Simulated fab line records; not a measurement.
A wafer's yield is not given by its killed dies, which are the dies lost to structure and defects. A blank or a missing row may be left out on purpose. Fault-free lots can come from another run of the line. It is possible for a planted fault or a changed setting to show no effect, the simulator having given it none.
Lot-split experiment | flow n5 finfet | route with 1938 steps; 7 lots, 21 wafers read

== SPLIT DETAILS ==
At N5_BEOL_M1_DESCUM_33 (chemistry O2, time 7 s), the setting time s was moved away from the recipe's 7 s on 5 of the 21 wafers read, by -7.8% to +19.7%. The other wafers ran this setting at the recipe's value.

== FROM THE SPLIT TO THE READING: what the file shows between them, 1 step ==
- N5_BEOL_M1_ALD_98: deposits SiO2, target thk 2.5 nm, pulse time 1 s, co reactant pulse time 1 s (also split here: temp c)

== THE READING ==
CAR-EUV_of_BEOL_M1_COAT_22.thk nm (the simulator's own value, which no gauge read), in nm, at N5_BEOL_M1_ETCHBACK_99 (etches SiO2 in CHF3, target depth 5 nm, time 10.4 s). The file gives no usual value for it. Average 10.4 nm, standard deviation 0.071 nm, over the 16 wafers here run with the recipe.

wafer  | tool, chamber at the split | time s as run, s | against the recipe | CAR-EUV_of_BEOL_M1_COAT_22.thk nm, nm | against lot-mates on the recipe
L076.2 | rie diel-06, 2,0           | 8.379            | +19.7%             | 9.8                                   | -0.6
L076.3 | rie diel-06, 2,0           | 8.379            | +19.7%             | 9.8                                   | -0.6
L076.4 | rie diel-06, 1             | 7                | recipe             | 10.4                                  | -
L078.2 | rie diel-03, 3,1           | 7                | recipe             | 10.4                                  | -
L078.3 | rie diel-03, 3,1           | 7                | recipe             | 10.4                                  | -
L078.5 | rie diel-03, 3             | 7.43             | +6.1%              | 10.2                                  | -0.2
L079.2 | rie diel-05, 1             | 6.453            | -7.8%              | 10.8                                  | +0.4
L079.5 | rie diel-05, 1             | 6.453            | -7.8%              | 10.8                                  | +0.4
L079.3 | rie diel-05, 3             | 7                | recipe             | 10.4                                  | -
L080.4 | rie diel-03, 0             | 7                | recipe             | 10.6                                  | -
L080.5 | rie diel-03, 3,1           | 7                | recipe             | 10.4                                  | -
L080.6 | rie diel-03, 3,1           | 7                | recipe             | 10.4                                  | -
L093.1 | rie diel-06, 0,2,0         | 7                | recipe             | 10.4                                  | -
L093.3 | rie diel-06, 0,2,0         | 7                | recipe             | 10.4                                  | -
L093.6 | rie diel-06, 0,2,0         | 7                | recipe             | 10.4                                  | -
L094.3 | rie diel-03, 1,0           | 7                | recipe             | 10.4                                  | -
L094.4 | rie diel-03, 1,0           | 7                | recipe             | 10.4                                  | -
L094.5 | rie diel-03, 1             | 7                | recipe             | 10.4                                  | -
L095.2 | rie diel-05, 2,1           | 7                | recipe             | 10.4                                  | -
L095.4 | rie diel-05, 2,1           | 7                | recipe             | 10.4                                  | -
L095.3 | rie diel-05, 0             | 7                | recipe             | 10.2                                  | -
If several chambers appear in one row, that row covers several wafers at once and the file leaves open which wafer was in which chamber.

FIT RESULTS
A straight line over all 21 wafers: CAR-EUV_of_BEOL_M1_COAT_22.thk nm changes by -0.0339 nm for each +1% of time s; r = -0.95; the points scatter about the line by 0.079 nm.
The same after taking each lot's own level away (the mean of its wafers on the recipe; 21 wafers): -0.0339 nm for each +1%; r = -0.96; scatter 0.069 nm.
On that fit, the largest move of time s shifts the reading by 0.67 nm.
Across the lots, their own levels run from 10.33 to 10.47 nm, a range of 1.9 times the standard deviation given above.
So the lot-to-lot level changes the slope little: the two slopes agree.
Check: for one of the wafers moved furthest among these (+19.7%), held out of the fit, the line's prediction against its lot-mates is -0.682 nm. It came out at -0.6 nm against them.

== THE OTHER SPLITS THESE WAFERS WENT THROUGH ==
Other splits were also applied to these wafers ahead of the reading. Each is held against what the fit with the lots' levels taken away leaves over:
other split on the same wafers           | wafers away from the commonest value | r with CAR-EUV_of_BEOL_M1_COAT_22.thk nm (lot level and that fit taken away)
N5_SDB_ALD_29 ald cycles                 | 7                                    | -0.23
N5_SDB_CMP_30 down force psi             | 7                                    | +0.60
N5_GATE_CUT_COAT_27 spin rpm             | 7                                    | +0.16
N5_GATE_CUT_DESCUM_18 time s             | 4                                    | +0.12
N5_GATE_CUT_ALD_22 ald cycles            | 4                                    | -0.28
N5_MOL_CONTACT_COAG_ALD_27 ald cycles    | 12                                   | -0.23
N5_MOL_CONTACT_COAG_CVD_140 target thk a | 5                                    | +0.05
N5_BEOL_M0_SAQP_HM_DEP_02 target thk a   | 6                                    | +0.45
N5_BEOL_M0_CUTY_COAT_51 spin rpm         | 6                                    | +0.32
N5_BEOL_M0_CUTY_DESCUM_61 time s         | 11                                   | -0.13
N5_BEOL_M1_ALD_98 temp c                 | 5                                    | +0.49

== THE WHOLE CHAIN: every reading that the file lists as answering this split, in the file's order ==
step                   | what it does                                        | reading                                                                            | change (the file's fit)                | r (the file's)
N5_BEOL_M1_DESCUM_33   | chemistry O2, time 7 s                              | CAR-EUV_of_BEOL_M1_COAT_22.thk nm (the simulator's own value, which no gauge read) | -0.0413 nm for each +1% of the setting | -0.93
N5_BEOL_M1_ETCHBACK_99 | etches SiO2 in CHF3, target depth 5 nm, time 10.4 s | CAR-EUV_of_BEOL_M1_COAT_22.thk nm (the simulator's own value, which no gauge read) | -0.0332 nm for each +1% of the setting | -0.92

== FILE'S OWN FIT ==
CAR-EUV_of_BEOL_M1_COAT_22.thk nm changes by -0.0332 nm for each +1% of time s, r = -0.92.
